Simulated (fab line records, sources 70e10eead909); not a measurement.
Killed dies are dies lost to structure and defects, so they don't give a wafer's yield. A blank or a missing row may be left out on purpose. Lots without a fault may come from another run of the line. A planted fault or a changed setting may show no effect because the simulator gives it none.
Which tool did it? | flow nand_harc | 12 lots, 36 wafers sampled, at 6 steps of a route of 1302

WHAT THE GAUGES READ, wafer by wafer
NHARC_A_ONON_D2_THK_MEAS_02: measures by ellipsometry. Usual: thk_nm 1000 nm, standard deviation 11.
lot  | measured     | on            | thk_nm (nm)    | flag
L716 | day 12 04:41 | film_metro-02 | 997 998 999    |
L718 | day 13 13:31 | film_metro-02 | 1011 1013 1013 |
L719 | day 13 13:26 | film_metro-01 | 1008 1007 1005 |
L721 | day 14 03:43 | film_metro-02 | 1008 1009 1008 |
L720 | day 14 03:30 | film_metro-02 | 981 980 980    |
L725 | day 16 18:17 | film_metro-01 | 1000 1000 1001 |
L728 | day 17 11:17 | film_metro-02 | 996 996 996    |
L730 | day 18 12:42 | film_metro-01 | 993 994 993    |
L736 | day 20 10:00 | film_metro-01 | 1000 1001 1002 |
L737 | day 21 04:55 | film_metro-01 | 1001 1001 1000 |
L738 | day 21 19:04 | film_metro-02 | 994 992 994    |
L739 | day 21 19:05 | film_metro-01 | 1005 1006 1005 |

NHARC_A_ONON_D2_THK_MEAS_11: measures by ellipsometry. Usual: thk_nm 999 nm, standard deviation 8.1.
lot  | measured     | on            | thk_nm (nm)    | flag
L716 | day 12 06:23 | film_metro-01 | 987 986 987    |
L718 | day 13 15:13 | film_metro-02 | 1005 1004 1003 |
L719 | day 13 15:08 | film_metro-01 | 990 992 992    |
L721 | day 14 05:25 | film_metro-01 | 1004 1006 1003 |
L720 | day 14 05:12 | film_metro-01 | 992 993 993    |
L725 | day 16 20:02 | film_metro-01 | 991 991 991    |
L728 | day 17 12:59 | film_metro-01 | 1042 1044 1043 | OFF
L730 | day 18 14:25 | film_metro-01 | 1045 1044 1042 | OFF
L736 | day 20 11:41 | film_metro-01 | 991 991 990    |
L737 | day 21 06:37 | film_metro-02 | 994 993 993    |
L738 | day 21 20:45 | film_metro-02 | 1000 998 1000  |
L739 | day 21 20:46 | film_metro-01 | 1018 1017 1016 |

NHARC_END_SORT_01. Usual: killed_at_array 54, standard deviation 21; killed_at_other 1.0, standard deviation 1.2; killed_at_periphery 3.6, standard deviation 2.6; killed_dies 58, standard deviation 20; killed_open 3.3, standard deviation 1.9; killed_short 2.6, standard deviation 1.5.
lot  | measured     | on        | killed_at_array | killed_at_other | killed_at_periphery | killed_dies | killed_open | killed_short | flag
L728 | day 29 15:25 | prober-02 | 659 643 656     | 0 1 0           | 3 8 6               | 662 652 662 | 3 2 6       | 0 3 5        | OFF
L730 | day 31 10:37 | prober-01 | 657 658 656     | 0 1 1           | 4 0 7               | 661 659 664 | 5 4 4       | 2 1 4        | OFF

WHICH TOOL RAN EACH LOT (tool, then ch and the chambers of the sampled wafers, then the start)
lot  | NHARC_A_CHANNEL_FILL_D1_ETCHBACK_20 | NHARC_A_DECK1_JOINT_CMP_13    | NHARC_A_ONON_D2_DEP_09
L716 | rie_diel-09 ch 1,2,3, day 9 16:10   | cmp-03 ch 0,1, day 11 02:29   | pecvd_onon-03 ch 0, day 12 06:02
L718 | rie_diel-13 ch 1,2, day 11 00:19    | cmp-02 ch 0,1,2, day 12 10:07 | pecvd_onon-01 ch 0, day 13 14:43
L719 | rie_diel-08 ch 2,3, day 11 00:19    | cmp-01 ch 0,1, day 12 10:05   | pecvd_onon-02 ch 0, day 13 14:45
L721 | rie_diel-13 ch 2,3, day 11 15:21    | cmp-01 ch 0,1,3, day 13 01:34 | pecvd_onon-01 ch 0, day 14 04:58
L720 | rie_diel-08 ch 0,2,3, day 11 15:21  | cmp-03 ch 0,2, day 13 01:31   | pecvd_onon-03 ch 0, day 14 04:49
L725 | rie_diel-13 ch 1,3, day 14 04:30    | cmp-03 ch 0,1,3, day 15 17:15 | pecvd_onon-01 ch 0, day 16 19:38
L728 | rie_diel-08 ch 0,1,2, day 14 18:11  | cmp-01 ch 0,2,3, day 16 05:22 | pecvd_onon-01 ch 0, day 17 12:28
L730 | rie_diel-13 ch 1,3, day 16 00:22    | cmp-02 ch 0,1,3, day 17 10:43 | pecvd_onon-01 ch 0, day 18 14:01
L736 | rie_diel-13 ch 1,2,3, day 17 23:14  | cmp-01 ch 0,1,2, day 19 10:22 | pecvd_onon-03 ch 0, day 20 11:11
L737 | rie_diel-13 ch 1,3, day 18 15:29    | cmp-01 ch 2,3, day 20 01:40   | pecvd_onon-02 ch 0, day 21 06:06
L738 | rie_diel-13 ch 0,3, day 18 23:49    | cmp-03 ch 0,1, day 20 12:46   | pecvd_onon-03 ch 0, day 21 20:17
L739 | rie_diel-08 ch 1,2, day 19 09:25    | cmp-01 ch 1,2,3, day 20 19:21 | pecvd_onon-01 ch 0, day 21 20:19
- NHARC_A_CHANNEL_FILL_D1_ETCHBACK_20: etches the open film in C4F8/O2/Ar, target depth 27 nm, time 13.5 s.
- NHARC_A_DECK1_JOINT_CMP_13: polishes, target thk 51.023 nm.
- NHARC_A_ONON_D2_DEP_09: target thk 1000 nm.

WHAT THE TOOLS THEMSELVES READ (means of the sampled wafers that have a number; where no wafer has one, the mark that the record gives instead)
NHARC_A_CHANNEL_FILL_D1_ETCHBACK_20. Usual: chamber_pressure_mTorr 25.001 mTorr, standard deviation 0.022; oes_product_au 0.97 a.u., standard deviation 0.032; rf_vpp_V 977 V, standard deviation 6.
lot  | tool        | chamber_pressure_mTorr (mTorr) | oes_product_au (a.u.) | rf_vpp_V (V) | flag
L716 | rie_diel-09 | 25.004                         | 0.97                  | 979          |
L718 | rie_diel-13 | 24.977                         | 0.99                  | 973          |
L719 | rie_diel-08 | 24.986                         | 1.01                  | 977          |
L721 | rie_diel-13 | 24.985                         | 1.00                  | 973          |
L720 | rie_diel-08 | 25.003                         | 0.96                  | 974          |
L725 | rie_diel-13 | 25.023                         | 0.99                  | 977          |
L728 | rie_diel-08 | 25.022                         | 0.92                  | 981          |
L730 | rie_diel-13 | 24.996                         | 0.99                  | 977          |
L736 | rie_diel-13 | 25.001                         | 0.98                  | 974          |
L737 | rie_diel-13 | 25.023                         | 1.00                  | 977          |
L738 | rie_diel-13 | 24.997                         | 0.99                  | 974          |
L739 | rie_diel-08 | 24.973                         | 0.98                  | 983          |

NHARC_A_DECK1_JOINT_CMP_13. Usual: motor_current_A 12.3 A, standard deviation 1.1; slurry_flow_ml_min 150.0, standard deviation 0.46; time_to_endpoint_s 8.6 s, standard deviation 1.8.
lot  | tool   | motor_current_A (A) | slurry_flow_ml_min | time_to_endpoint_s (s) | flag
L716 | cmp-03 | 11.6                | 149.8              | 10.4                   |
L718 | cmp-02 | 13.3                | 149.9              | 8.3                    |
L719 | cmp-01 | 12.0                | 150.1              | 9.2                    |
L721 | cmp-01 | 12.0                | 150.3              | 8.4                    |
L720 | cmp-03 | 12.5                | 150.1              | 9.9                    |
L725 | cmp-03 | 12.1                | 150.0              | 8.9                    |
L728 | cmp-01 | 13.0                | 149.7              | 8.8                    |
L730 | cmp-02 | 11.9                | 150.0              | 8.1                    |
L736 | cmp-01 | 11.6                | 149.8              | 7.2                    |
L737 | cmp-01 | 12.9                | 150.7              | 8.9                    |
L738 | cmp-03 | 11.2                | 150.5              | 8.5                    |
L739 | cmp-01 | 12.4                | 150.2              | 10.8                   |

NHARC_A_ONON_D2_DEP_09. Usual: nh3_flow_sccm 499.8 sccm, standard deviation 1.6.
lot  | tool          | nh3_flow_sccm (sccm) | flag
L716 | pecvd_onon-03 | 499.3                |
L718 | pecvd_onon-01 | 500.5                |
L719 | pecvd_onon-02 | 499.7                |
L721 | pecvd_onon-01 | 501.3                |
L720 | pecvd_onon-03 | 499.4                |
L725 | pecvd_onon-01 | 500.1                |
L728 | pecvd_onon-01 | 501.3                |
L730 | pecvd_onon-01 | 499.7                |
L736 | pecvd_onon-03 | 497.7                |
L737 | pecvd_onon-02 | 499.2                |
L738 | pecvd_onon-03 | 499.9                |
L739 | pecvd_onon-01 | 499.9                |

THE ANSWER, worked out from the rows above alone
Rule: a lot is off if the mean of its wafers that have a number lies more than 3 standard deviations from the usual mean. A lot without any number at a reading at which 4 lots or more have one is off too. The other lots that the step has rows for count as sound. The gauges are gone through in route order, then the tools' own readings, and for those a lot's mean is taken as printed above. The first step at which some lot is off is used, and at that step the reading that is off furthest; a lot without a number counts as furthest.
Off: L728, L730, at NHARC_A_ONON_D2_THK_MEAS_11 (thk_nm).
A tool fits if, at a process step before that reading, it ran every lot that is off, and no sound lot after the first of them. The gauges at NHARC_A_ONON_D2_THK_MEAS_11 aren't tried: what is off there is off at NHARC_END_SORT_01 too, on other tools, and a gauge's error can't cause that. None of those tried fits.

WHAT THE SIMULATOR HAD PUT IN
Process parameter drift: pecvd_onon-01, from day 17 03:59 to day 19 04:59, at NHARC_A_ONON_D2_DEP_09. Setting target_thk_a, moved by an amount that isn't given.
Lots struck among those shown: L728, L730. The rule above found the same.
